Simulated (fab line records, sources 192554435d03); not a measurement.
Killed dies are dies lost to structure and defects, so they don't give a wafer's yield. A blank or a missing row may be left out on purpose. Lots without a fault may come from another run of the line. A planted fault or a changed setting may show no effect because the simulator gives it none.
A struck lot beside a sound one | flow n5_finfet | 37 steps out of a route of 1938
Sound: wafers L480.2, L480.4, L480.6. Struck: wafers L494.1, L494.3. (L494.5 of the same lot was not struck and is left out.) The cause comes at the end.
At each step with rows: each side's tool, then ch and its chambers, then its first start. Under that, the readings that differ: sound wafers | struck wafers | difference of the means | sigmas: that difference in standard deviations of wafers without a fault.
alike: readings whose means differ by less than 2 such deviations, and words and numbers that are the same on both sides. not compared: withheld readings, readings that some wafer has no value for, bounds like >300 that may hide the same value, and numbers for which the record gives no deviation and whose values overlap.
The two part at a step that has a row with sigmas, a row that says differs or no value, or rows on one side only. Numbers that don't overlap but have no deviation are shown without sigmas and don't part them. A reading that every wafer of one side lacks parts them only if that side has two wafers or more.

first, 10 steps without rows for these wafers: N5_DUMMY_GATE_ETCH_44 (etches poly-Si in HBr/O2, stops on SiO2, target depth 127.5 nm); N5_DUMMY_GATE_ETCH_42 (etches SiO2 in CHF3/O2, target depth 3.5 nm, time 31 s); N5_DUMMY_GATE_STRIP_48 (strips in N2/H2, time 20 s); N5_DUMMY_GATE_PRECLEAN_33 (cleans in dHF, time 10 s); N5_DUMMY_GATE_PRECLEAN_25 (cleans in O3/DIW, time 45 s); N5_DUMMY_GATE_PRECLEAN_51 (cleans in SC2, time 45 s); N5_DUMMY_GATE_SRD_26 (time 30 s); N5_DUMMY_GATE_UV_OZONE_45 (time 120 s); N5_SPACER0_ALD_07 (deposits SiNx, target thk 2 nm); N5_SPACER0_ALD_00 (deposits SiOCN, target thk 3.5 nm, pulse time 3 s, purge time 2 s).
N5_SPACER0_ALD_08: deposits SiNx, target thk 2 nm.
  sound on ald_sin-03 ch 2,3, day 4 02:53; struck on ald_sin-01 ch 2,3, day 7 12:34
  reading                                  | sound | struck  | difference | sigmas
  model.SiNx_of_SPACER0_ALD_08.thk_nm (nm) | 2 2 2 | 2.6 2.6 | +0.6       |
  alike: heater_power_w
then, 18 steps without rows for these wafers: N5_SD_EPI_N_COAT_32 (time 60 s, resist thk 350 nm); N5_SD_EPI_N_COAT_33 (time 60 s, resist thk 35 nm); N5_SD_EPI_N_COAT_03 (resist thk 150 nm); N5_SD_EPI_N_EBR_05; N5_SD_EPI_N_SOFTBAKE_04 (time 60 s); N5_SD_EPI_N_EXPOSE_06 (exposes mask SD N BLK, target cd 120 nm); N5_SD_EPI_N_PEB_07 (peb time 60 s); N5_SD_EPI_N_DEVELOP_08 (develop time 30 s); N5_SD_EPI_N_DESCUM_14 (chemistry O2, time 7.9 s); N5_SD_EPI_N_ETCH_34 (etches SiARC in CF4, target depth 45.5 nm, time 75.8 s); N5_SD_EPI_N_ETCH_35 (etches SOC in N2/H2, overetch 108 nm, time 486 s); N5_SD_EPI_N_STRIP_36 (strips in N2/H2); N5_SD_EPI_N_ETCHBACK_44 (etches SiNx in CH3F/O2, stops on SiO2, target depth 14.5 nm); N5_SD_EPI_N_ETCH_45 (etches SiOCN in CH3F/O2, target depth 6 nm); N5_SD_EPI_N_ETCH_16 (etches SiO2 in CHF3/O2, target depth 5 nm); N5_SD_EPI_N_STRIP_47 (strips in CHF3/O2); N5_SD_EPI_N_SD_RECESS_17 (chemistry HBr/Cl2/O2, target depth 41 nm, time 23.7 s, bt time 3 s); N5_SD_EPI_N_STRIP_38 (strips in N2/H2).
N5_SD_EPI_N_WET_ETCH_43: etches SiO2 in dHF, time 14 s, target depth 1.5 nm.
  sound on wet_bench-01 ch 0,1,3, day 4 04:48; struck on wet_bench-02 ch 4,7, day 7 14:07
  reading                                  | sound       | struck  | difference | sigmas
  model.SiNx_of_SPACER0_ALD_08.thk_nm (nm) | 1.6 1.6 1.6 | 2.2 2.2 | +0.6       |
then, 5 steps without rows for these wafers: N5_SD_EPI_N_STRIP_18 (strips in SPM, time 750 s); N5_SD_EPI_N_SRD_20 (time 30 s); N5_SD_EPI_N_PRECLEAN_48 (cleans in NF3:NH3, afs cycles 2, time 20 s, sublimation time 60 s); N5_SD_EPI_N_VAPOR_ETCH_50 (etches Si in HCl, time 54 s); N5_SD_EPI_N_EPI_21 (deposits Si:P, time 690 s).
-- the record jumps here: 5 days lie between the struck wafers' starts before and after (it left off in module SD_EPI_N and takes up again in module BEOL_M4, whose first step shown is number 1111 of the route) --
N5_BEOL_M4_RC_MEAS_101:
  sound on prober-01 ch 0, day 8 13:40; struck on prober-01 ch 0, day 12 11:43
  reading         | sound             | struck      | difference | sigmas
  DIBL_N (mV/V)   | 36.5 35.1 35.4    | 32.3 32.1   | -3.5       | -2
  IOFF_P (nA/um)  | 0.24 0.22 0.23    | 0.13 0.13   | -0.10      | -2
  ION_N (uA/um)   | 667 671 671       | 635 636     | -34        | -3
  ION_P (uA/um)   | 462 469 469       | 434 430     | -35        | -4
  REXT_N (ohm.um) | 79.5 76.4 78.2    | 81.5 82.4   | +3.9       | +2
  REXT_P (ohm.um) | 106.2 103.5 105.3 | 109.6 110.3 | +4.9       | +2
  VT_N (mV)       | 252 253 250       | 260 257     | +7         | +2
  VT_P (mV)       | -248 -248 -248    | -261 -259   | -12        | -3
  alike: DIBL_P, IOFF_N, SS_N, SS_P
-- the record jumps here: 4 days lie between the struck wafers' starts before and after (it left off in module BEOL_M4 and takes up again in module PASSIVATION, whose first step shown is number 1936 of the route) --
N5_PASSIVATION_PROBE_49:
  sound on prober-02, day 12 22:15; struck on prober-01, day 16 22:41
  reading              | sound          | struck     | difference | sigmas
  sort_bin_8_speed (%) | 0 0 0          | 3.05 18.64 | +10.85     | +99 or more
  sort_n_pass          | 1086 1090 1105 | 1031 869   | -144       | -8
  sort_yield_pct (%)   | 92.0 92.4 93.6 | 87.4 73.6  | -12.2      | -8
  alike: defect_limited_yield, killed_at_M0_to_M3, killed_at_M4_up, killed_at_contacts, killed_at_front_end, killed_at_other, killed_dies, killed_open, killed_short, sort_bin_5_function, sort_bin_6_memory

WHERE THEY PART
First at N5_BEOL_M4_RC_MEAS_101; last, within this record, at N5_PASSIVATION_PROBE_49.

WHY: what the simulator had put in
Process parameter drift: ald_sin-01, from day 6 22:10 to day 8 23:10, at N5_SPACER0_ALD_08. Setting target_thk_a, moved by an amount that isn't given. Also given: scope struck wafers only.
